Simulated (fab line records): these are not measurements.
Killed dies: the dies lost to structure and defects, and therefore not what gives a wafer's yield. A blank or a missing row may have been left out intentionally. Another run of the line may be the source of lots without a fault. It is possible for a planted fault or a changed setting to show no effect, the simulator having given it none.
Chamber matching	flow n5_finfet	N5_BEOL_M0_CUTY_ETCH_62 on rie_diel-03: 4 sister chambers
The step etches SiARC in CF4, time 58.5 s. 20 wafers are shown with their chamber, then 10 later ones without.

== WAFERS, EACH WITH ITS CHAMBER ==
wafer	chamber	showerhead_plenum_p_Torr (Torr)	throttle_valve_pct (%)	oes_product_au (a.u.)
L077.1	3	2.18	15.41	0.76
L077.4	1	2.13	16.13	0.62
L077.6	0	2.04	15.71	0.62
L081.1	0	2.03	15.71	0.61
L081.2	1	2.13	16.14	0.62
L081.3	2	2.24	15.66	0.67
L081.4	3	2.18	15.43	0.75
L081.5	2	2.24	15.67	0.67
L081.6	3	2.18	15.42	0.74
L082.1	0	2.03	15.72	0.61
L082.3	1	2.13	16.14	0.61
L082.6	0	2.03	15.69	0.60
L085.2	2	2.23	15.69	0.65
L085.4	1	2.13	16.15	0.61
L085.5	2	2.23	15.69	0.66
L086.1	1	2.13	16.16	0.60
L086.2	3	2.17	15.46	0.72
L086.6	0	2.03	15.73	0.60
L089.1	1	2.12	16.18	0.61
L089.2	3	2.17	15.48	0.72

SIGNATURES (averages over the wafers above)
reading	chamber 0	chamber 1	chamber 2	chamber 3	scatter within a chamber
showerhead_plenum_p_Torr	2.0320	2.1283	2.2350	2.1760	0.00489
throttle_valve_pct	15.7120	16.1500	15.6775	15.4400	0.0202
oes_product_au	0.6080	0.6117	0.6625	0.7380	0.0115
Rule: a wafer lies at a distance from a chamber equal to the root of the sum of squares, over the readings, of (its reading less the chamber's mean, divided by the reading's scatter). The wafer belongs to the nearest chamber; if the next one is less than 2 further off, it can't be placed. The scatter: the root of (the sum of the squares of (reading less its chamber's mean) over the shown wafers, divided by (wafers less chambers)).

== WAFERS MISSING THEIR CHAMBER ==
wafer	showerhead_plenum_p_Torr (Torr)	throttle_valve_pct (%)	oes_product_au (a.u.)
L089.6	2.03	15.76	0.59
L091.2	2.17	15.46	0.70
L091.4	2.03	15.75	0.58
L091.5	2.03	15.76	0.59
L092.2	2.17	15.46	0.71
L092.4	2.23	15.71	0.64
L092.5	2.17	15.48	0.71
L096.1	2.16	15.50	0.69
L096.4	2.16	15.51	0.69
L096.5	2.28	15.27	0.86

== THE CHAMBER EACH PASSED THROUGH ==
wafer	from the rows above	in truth
L089.6	0	0
L091.2	3	3
L091.4	0	0
L091.5	0	0
L092.2	3	3
L092.4	2	2
L092.5	3	3
L096.1	3	3
L096.4	3	3
L096.5	3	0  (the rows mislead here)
Placed correctly: 9 of 10. Number that these rows cannot place: 0. Wrongly placed: 1.
